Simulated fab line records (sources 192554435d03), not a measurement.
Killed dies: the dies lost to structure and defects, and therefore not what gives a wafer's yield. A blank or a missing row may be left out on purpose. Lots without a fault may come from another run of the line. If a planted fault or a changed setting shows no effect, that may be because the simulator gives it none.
Split-lot study ; flow n5-finfet ; 39 wafers read across 7 lots, on a route 1938 steps long

== ABOUT THE SPLIT ==
At N5_BEOL_M6_DESCUM_33 (chemistry O2, time 7 s), the setting time-s was moved away from the recipe's 7 s on 12 of the 39 wafers read, by -54.2% to -15.4%. All remaining wafers had this setting at the recipe value.

The reading comes from the split's own step.

== THE READING ==
CAR-EUV_of_BEOL_M6_COAT_22.thk-nm (the simulator's own value, which no gauge read), in nm, at N5_BEOL_M6_DESCUM_33 (chemistry O2, time 7 s). The file gives no usual value for it. The 27 wafers here that ran the recipe average 26.1 nm, standard deviation 0.099 nm.

wafer;tool, chamber at the split;time-s as run, s;against the recipe;CAR-EUV_of_BEOL_M6_COAT_22.thk-nm, nm;against lot-mates on the recipe
L076.1;rie-diel-05, 0,1,2;5.919;-15.4%;26.6;+0.5
L076.2;rie-diel-05, 0,1,2;5.919;-15.4%;26.6;+0.5
L076.4;rie-diel-05, 0,1,2;5.919;-15.4%;26.6;+0.5
L076.3;rie-diel-05, 3,2;7;recipe;26;-
L076.6;rie-diel-05, 3,2;7;recipe;26;-
L076.5;rie-diel-05, 1;7;recipe;26.2;-
L079.1;rie-diel-05, 3,1,1;5.023;-28.2%;27;+1.0
L079.2;rie-diel-05, 3,1,1;5.023;-28.2%;27;+1.0
L079.4;rie-diel-05, 3,1,1;5.023;-28.2%;27;+1.0
L079.3;rie-diel-05, 0,3,0;7;recipe;26;-
L079.5;rie-diel-05, 0,3,0;7;recipe;26;-
L079.6;rie-diel-05, 0,3,0;7;recipe;26;-
L080.1;rie-diel-03, 2,0;7;recipe;26.2;-
L080.3;rie-diel-03, 2,0;7;recipe;26.2;-
L080.2;rie-diel-03, 3,1,0,1;7;recipe;26;-
L080.4;rie-diel-03, 3,1,0,1;7;recipe;26;-
L080.5;rie-diel-03, 3,1,0,1;7;recipe;26;-
L080.6;rie-diel-03, 3,1,0,1;7;recipe;26;-
L082.1;rie-diel-04, 0,2,2;3.203;-54.2%;28;+1.9
L082.2;rie-diel-04, 0,2,2;3.203;-54.2%;28;+1.9
L082.6;rie-diel-04, 0,2,2;3.203;-54.2%;28;+1.9
L082.3;rie-diel-04, 1,3;7;recipe;26;-
L082.4;rie-diel-04, 1,3;7;recipe;26;-
L082.5;rie-diel-04, 3;7;recipe;26.2;-
L084.1;rie-diel-04, 0,2,0;7;recipe;26.2;-
L084.5;rie-diel-04, 0,2,0;7;recipe;26.2;-
L084.6;rie-diel-04, 0,2,0;7;recipe;26.2;-
L086.1;rie-diel-03, 3,0,1;3.942;-43.7%;27.4;+1.4
L086.2;rie-diel-03, 3,0,1;3.942;-43.7%;27.4;+1.4
L086.3;rie-diel-03, 3,0,1;3.942;-43.7%;27.4;+1.4
L086.4;rie-diel-03, 3,1,0;7;recipe;26;-
L086.5;rie-diel-03, 3,1,0;7;recipe;26;-
L086.6;rie-diel-03, 3,1,0;7;recipe;26;-
L092.1;rie-diel-05, 1,0,2,0,1;7;recipe;26.2;-
L092.2;rie-diel-05, 1,0,2,0,1;7;recipe;26.2;-
L092.3;rie-diel-05, 1,0,2,0,1;7;recipe;26.2;-
L092.4;rie-diel-05, 1,0,2,0,1;7;recipe;26.2;-
L092.6;rie-diel-05, 1,0,2,0,1;7;recipe;26.2;-
L092.5;rie-diel-05, 2;7;recipe;26;-
If several chambers appear in one row, that row covers several wafers at once and the file leaves open which wafer was in which chamber.

THE FIT
A straight line over all 39 wafers: CAR-EUV_of_BEOL_M6_COAT_22.thk-nm changes by -0.0331 nm for each +1% of time-s; r = -0.99; the points scatter about the line by 0.099 nm.
The same after taking each lot's own level away (the mean of its wafers on the recipe; 39 wafers): -0.0344 nm for each +1%; r = -0.99; scatter 0.071 nm.
On that fit, the largest move of time-s shifts the reading by 1.9 nm.
The span of the lots' own levels, 26.00 to 26.20 nm, comes to 2.0 times the standard deviation stated above.
So the lot-to-lot level changes the slope little: the two slopes agree.
Check: for one of the wafers moved furthest among these (-54.2%), held out of the fit, the line's prediction against its lot-mates is +1.85 nm. It came out at +1.93 nm against them.

== OTHER SPLITS APPLIED TO THESE WAFERS ==
Note: prior to the reading, these wafers also went through further splits. Each is held against what the fit with the lots' levels taken away leaves over:
other split on the same wafers;wafers away from the commonest value;r with CAR-EUV_of_BEOL_M6_COAT_22.thk-nm (lot level and that fit taken away)
N5_BEOL_M2_ILD_DEP_00 target-thk-a;15;+0.00
N5_BEOL_M3_ILD_DEP_00 time-s;15;-0.02

== FILE'S OWN FIT ==
CAR-EUV_of_BEOL_M6_COAT_22.thk-nm changes by -0.0344 nm for each +1% of time-s, r = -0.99.
